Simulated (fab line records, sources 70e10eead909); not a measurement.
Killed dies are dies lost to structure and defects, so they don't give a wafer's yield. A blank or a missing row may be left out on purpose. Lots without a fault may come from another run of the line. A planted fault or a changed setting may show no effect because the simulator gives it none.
A struck lot beside a sound one | flow nand_harc | 17 steps out of a route of 1159
Sound: wafers L642.1, L642.5, L642.6. Struck: wafers L644.3, L644.4, L644.6. The cause comes at the end.
At each step with rows: each side's tool, then ch and its chambers, then its first start. Under that, the readings that differ: sound wafers | struck wafers | difference of the means | sigmas: that difference in standard deviations of wafers without a fault.
alike: readings whose means differ by less than 2 such deviations, and words and numbers that are the same on both sides. not compared: withheld readings, readings that some wafer has no value for, bounds like >300 that may hide the same value, and numbers for which the record gives no deviation and whose values overlap.
The two part at a step that has a row with sigmas, a row that says differs or no value, or rows on one side only. Numbers that don't overlap but have no deviation are shown without sigmas and don't part them. A reading that every wafer of one side lacks parts them only if that side has two wafers or more.

NHARC_P_ZERO_WELL_CD_MEAS_11: target cd 500 nm.
  sound on cd_sem-03 ch 0, day 3 07:18; struck on cd_sem-02 ch 0, day 3 19:17
  alike: cd_nm
then, 1 step without rows for these wafers: NHARC_P_ZERO_WELL_HARDBAKE_12 (time 65 s).
NHARC_P_ZERO_WELL_DESCUM_13: chemistry O2, time 3 s.
  sound on rie_diel-08 ch 2,3, day 3 07:28; struck on rie_diel-13 ch 0,2,3, day 3 19:27
  alike: drypump_motor_current_A, oes_product_au, rf_vpp_V, showerhead_plenum_p_Torr, throttle_valve_pct
  not compared: rf_hours_counter_h
NHARC_P_ZERO_WELL_ETCH_65: etches the open film in N2/H2, target depth 80 nm, overetch 24 nm, time 87.88 s.
  sound on rie_diel-08 ch 0,2,3, day 3 07:34; struck on rie_diel-13 ch 1,3, day 3 19:31
  alike: drypump_motor_current_A, oes_product_au, rf_vpp_V, showerhead_plenum_p_Torr, throttle_valve_pct
  not compared: rf_hours_counter_h
NHARC_P_ZERO_WELL_ETCH_62: etches the open film in CHF3/Ar, target depth 13 nm, time 6.5 s.
  sound on rie_diel-08 ch 0,3; struck on rie_diel-13 ch 0,2
  reading               | sound             | struck            | difference | sigmas
  oes_product_au (a.u.) | 0.914 0.925 0.935 | 0.958 0.976 0.959 | +0.040     | +2
  alike: drypump_motor_current_A, rf_vpp_V, showerhead_plenum_p_Torr, throttle_valve_pct
  not compared: rf_hours_counter_h
NHARC_P_ZERO_WELL_ETCH_63: etches the open film in HBr/Cl2, target depth 120 nm, time 40.1 s.
  sound on rie_si-04 ch 0,2,3, day 3 07:46; struck on rie_si-06 ch 0,1,3, day 3 19:43
  alike: drypump_motor_current_A, oes_product_au, throttle_valve_pct
  not compared: rf_hours_counter_h
then, 6 steps without rows for these wafers: NHARC_P_ZERO_WELL_STRIP_15 (strips in SPM, time 900 s); NHARC_P_ZERO_WELL_DEHYDRATE_16 (time 120 s); NHARC_P_ZERO_WELL_HMDS_17 (time 30 s); NHARC_P_ZERO_WELL_COAT_18; NHARC_P_ZERO_WELL_SOFTBAKE_19 (time 95 s); NHARC_P_ZERO_WELL_EBR_20.
NHARC_P_ZERO_WELL_EXPOSE_21: exposes mask P NWELL, target cd 720 nm.
  sound on krf_scanner-04 ch 0, day 3 08:29; struck on krf_scanner-01 ch 0, day 3 20:28
  reading | sound                         | struck                        | difference | sigmas
  mask    | P_NWELL#0 P_NWELL#0 P_NWELL#0 | P_PWELL#0 P_PWELL#0 P_PWELL#0 | differs    |
then, 2 steps without rows for these wafers: NHARC_P_ZERO_WELL_PEB_22 (peb time 85 s); NHARC_P_ZERO_WELL_DEVELOP_23 (time 70 s).
NHARC_P_ZERO_WELL_CD_MEAS_24: target cd 720 nm.
  sound on cd_sem-01 ch 0, day 3 08:39; struck on cd_sem-01 ch 0, day 3 20:37
  reading    | sound             | struck | difference                    | sigmas
  cd_nm (nm) | 720.1 719.3 718.9 | - - -  | no value on the struck wafers |
then, 1 step without rows for these wafers: NHARC_P_ZERO_WELL_HARDBAKE_25 (time 80 s).

WHERE THEY PART
First at NHARC_P_ZERO_WELL_ETCH_62; last, within this record, at NHARC_P_ZERO_WELL_CD_MEAS_24.

WHY: what the simulator had put in
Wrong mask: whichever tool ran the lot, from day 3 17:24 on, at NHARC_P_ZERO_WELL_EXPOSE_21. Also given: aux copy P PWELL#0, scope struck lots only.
